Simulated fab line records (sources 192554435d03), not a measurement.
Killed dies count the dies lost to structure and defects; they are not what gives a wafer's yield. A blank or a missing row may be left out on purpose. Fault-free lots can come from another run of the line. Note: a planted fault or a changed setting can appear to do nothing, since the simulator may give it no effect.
Which tool is to blame?	flow n5Finfet	24 lots with 72 wafers sampled at 4 steps, on a route of 1938 steps

## WHAT THE GAUGES SHOWED, per wafer
N5_BEOL_M2_THK_MEAS_01. Usual: M2_ILD_THK gives 78.7 nm (standard deviation 0.99).
lot	measured	on	M2_ILD_THK (nm)	flag
L074	day 6 14:29	filmMetro-02	77.4 78.6 78.9	
L075	day 7 04:32	filmMetro-01	79.9 78.4 79.0	
L076	day 7 12:35	filmMetro-01	77.6 77.6 79.0	
L077	day 7 12:48	filmMetro-01	77.2 77.5 78.4	
L078	day 7 15:27	filmMetro-01	78.6 77.1 79.9	
L079	day 7 15:49	filmMetro-02	79.5 78.8 79.3	
L080	day 8 01:35	filmMetro-01	76.7 78.0 78.5	
L081	day 8 05:59	filmMetro-02	77.3 78.8 78.8	
L082	day 8 09:13	filmMetro-02	77.6 77.3 78.6	
L083	day 8 21:38	filmMetro-01	78.6 78.9 79.7	
L084	day 9 00:03	filmMetro-02	79.2 80.5 80.2	
L086	day 9 13:56	filmMetro-01	78.8 77.0 78.7	
L087	day 9 16:13	filmMetro-02	77.7 78.0 80.1	
L085	day 9 21:22	filmMetro-02	77.6 78.1 79.2	
L088	day 10 00:55	filmMetro-01	79.1 79.3 80.4	
L089	day 10 14:01	filmMetro-02	78.9 77.9 79.1	
L090	day 10 16:16	filmMetro-01	79.5 79.2 79.8	
L091	day 11 09:31	filmMetro-02	79.2 78.8 80.1	
L092	day 11 11:20	filmMetro-01	77.0 79.8 78.1	
L093	day 11 14:10	filmMetro-02	78.3 79.1 80.1	
L095	day 11 22:47	filmMetro-01	78.8 79.9 79.5	
L094	day 12 02:27	filmMetro-02	77.2 80.0 79.0	
L096	day 12 09:16	filmMetro-01	78.9 78.2 79.8	
L097	day 12 10:52	filmMetro-01	78.0 76.6 78.4	

N5_BEOL_M2_OVL_MEAS_12. Usual: M2_OVL gives 0.1 nm (standard deviation 0.67).
lot	measured	on	M2_OVL (nm)	flag
L074	day 6 16:53	overlay-02	0.2 0.6 0.8	
L075	day 7 05:41	overlay-01	-0.4 -1.0 -0.1	
L076	day 7 13:27	overlay-01	1.6 1.0 1.5	
L077	day 7 15:07	overlay-02	0.2 -0.4 0.0	
L078	day 7 16:48	overlay-01	0.5 0.5 -0.2	
L079	day 7 17:05	overlay-02	-1.7 0.0 -1.2	
L080	day 8 02:49	overlay-02	1.1 0.6 0.6	
L081	day 8 07:17	overlay-02	0.0 0.3 -0.6	
L082	day 8 10:57	overlay-02	0.7 0.2 0.4	
L083	day 9 00:05	overlay-02	-0.1 0.2 0.6	
L084	day 9 01:03	overlay-02	-0.2 0.7 0.2	
L086	day 9 16:52	overlay-02	-0.4 -0.5 -0.5	
L087	day 9 17:21	overlay-02	-0.4 0.5 0.5	
L085	day 9 22:12	overlay-02	-0.3 1.1 0.3	
L088	day 10 02:31	overlay-02	-0.6 -0.2 0.3	
L089	day 10 14:58	overlay-01	-0.6 0.1 -0.7	
L090	day 10 18:02	overlay-01	0.2 0.4 0.1	
L091	day 11 10:37	overlay-02	-1.3 0.3 -0.5	
L092	day 11 13:26	overlay-02	-0.6 0.1 0.2	
L093	day 11 16:50	overlay-01	-1.1 -0.1 -0.5	
L095	day 11 23:38	overlay-01	0.9 1.1 0.5	
L094	day 12 05:24	overlay-02	0.0 0.0 0.0	
L096	day 12 10:47	overlay-02	0.6 0.4 0.9	
L097	day 12 11:36	overlay-02	-0.2 0.5 1.3	

## WHAT TOOL EACH LOT RAN ON (gives the tool, then ch and the chambers of the sampled wafers, and finally the start)
lot	N5_BEOL_M1_SPUTTER_90	N5_BEOL_M1_ANNEAL_93
L074	pvdSputter-01, day 6 12:39	pvdSputter-01, day 6 12:57
L075	pvdSputter-03, day 7 02:42	pvdSputter-03, day 7 03:00
L076	pvdSputter-03, day 7 10:43	pvdSputter-03, day 7 11:01
L077	pvdSputter-01, day 7 10:53	pvdSputter-01, day 7 11:13
L078	pvdSputter-03, day 7 13:37	pvdSputter-03, day 7 13:55
L079	pvdSputter-01, day 7 13:58	pvdSputter-01, day 7 14:16
L080	pvdSputter-01, day 7 23:46	pvdSputter-01, day 8 00:04
L081	pvdSputter-03, day 8 04:06	pvdSputter-03, day 8 04:24
L082	pvdSputter-02, day 8 07:22	pvdSputter-02, day 8 07:40
L083	pvdSputter-01, day 8 19:45	pvdSputter-01, day 8 20:03
L084	pvdSputter-03, day 8 22:13	pvdSputter-03, day 8 22:31
L086	pvdSputter-01, day 9 12:07	pvdSputter-01, day 9 12:25
L087	pvdSputter-03, day 9 13:58	pvdSputter-03, day 9 14:16
L085	pvdSputter-03, day 9 19:32	pvdSputter-03, day 9 19:50
L088	pvdSputter-03, day 9 23:03	pvdSputter-03, day 9 23:21
L089	pvdSputter-02, day 10 12:00	pvdSputter-02, day 10 12:18
L090	pvdSputter-01, day 10 13:43	pvdSputter-01, day 10 14:01
L091	pvdSputter-01, day 11 07:38	pvdSputter-01, day 11 07:56
L092	pvdSputter-01, day 11 09:29	pvdSputter-01, day 11 09:47
L093	pvdSputter-02, day 11 12:16	pvdSputter-02, day 11 12:34
L095	pvdSputter-03, day 11 20:56	pvdSputter-03, day 11 21:14
L094	pvdSputter-01, day 12 00:37	pvdSputter-01, day 12 00:55
L096	pvdSputter-02, day 12 07:26	pvdSputter-02, day 12 07:44
L097	pvdSputter-01, day 12 09:02	pvdSputter-01, day 12 09:20
- N5_BEOL_M1_SPUTTER_90: material Cu, target thk 4.5 nm, time 8.29 s.
- N5_BEOL_M1_ANNEAL_93: time 240 s.

## AS READ BY THE TOOLS THEMSELVES (means over the sampled wafers that have a number; for cases with no such wafer, the mark the record gives instead)
N5_BEOL_M1_SPUTTER_90. Usual: throttleValvePct at 30.5 %, with a standard deviation of 0.94.
lot	tool	throttleValvePct (%)	flag
L074	pvdSputter-01	30.2	
L075	pvdSputter-03	30.3	
L076	pvdSputter-03	31.2	
L077	pvdSputter-01	30.4	
L078	pvdSputter-03	31.9	
L079	pvdSputter-01	30.5	
L080	pvdSputter-01	30.4	
L081	pvdSputter-03	30.1	
L082	pvdSputter-02	29.5	
L083	pvdSputter-01	30.5	
L084	pvdSputter-03	30.5	
L086	pvdSputter-01	30.6	
L087	pvdSputter-03	31.3	
L085	pvdSputter-03	31.3	
L088	pvdSputter-03	31.0	
L089	pvdSputter-02	29.4	
L090	pvdSputter-01	30.4	
L091	pvdSputter-01	30.4	
L092	pvdSputter-01	30.7	
L093	pvdSputter-02	29.2	
L095	pvdSputter-03	31.0	
L094	pvdSputter-01	30.4	
L096	pvdSputter-02	29.6	
L097	pvdSputter-01	30.6	

N5_BEOL_M1_ANNEAL_93. Usual: heaterPowerW 812 W, standard deviation 45; susceptor_temp_C_max 401.0, standard deviation 0.44.
lot	tool	heaterPowerW (W)	susceptor_temp_C_max	flag
L074	pvdSputter-01	756	400.9	
L075	pvdSputter-03	840	401.4	
L076	pvdSputter-03	828	400.8	
L077	pvdSputter-01	781	401.0	
L078	pvdSputter-03	838	400.8	
L079	pvdSputter-01	825	401.0	
L080	pvdSputter-01	809	400.6	
L081	pvdSputter-03	810	400.5	
L082	pvdSputter-02	816	401.3	
L083	pvdSputter-01	786	400.9	
L084	pvdSputter-03	823	401.1	
L086	pvdSputter-01	795	400.9	
L087	pvdSputter-03	826	401.4	
L085	pvdSputter-03	826	400.9	
L088	pvdSputter-03	810	400.8	
L089	pvdSputter-02	814	401.2	
L090	pvdSputter-01	782	400.9	
L091	pvdSputter-01	808	400.7	
L092	pvdSputter-01	788	400.6	
L093	pvdSputter-02	834	401.2	
L095	pvdSputter-03	834	401.0	
L094	pvdSputter-01	778	400.9	
L096	pvdSputter-02	815	401.4	
L097	pvdSputter-01	817	400.5	

## THE ANSWER, worked out from the rows above alone
Rule: lot off if the mean of its wafers having a number is beyond 3 standard deviations from the usual mean. Also off: a lot with no number at a reading for which 4 or more lots have one. All remaining lots with rows at the step are treated as sound. Order of review: gauges by route order, followed by the tools' own readings, for which a lot's mean as printed above is used. At the first step where some lot is off, the reading lying furthest off is the one used; lots without a number count as furthest.
No lot is off on any of the readings shown, so nothing can be concluded from this.

## WHAT THE SIMULATOR HAD PUT IN
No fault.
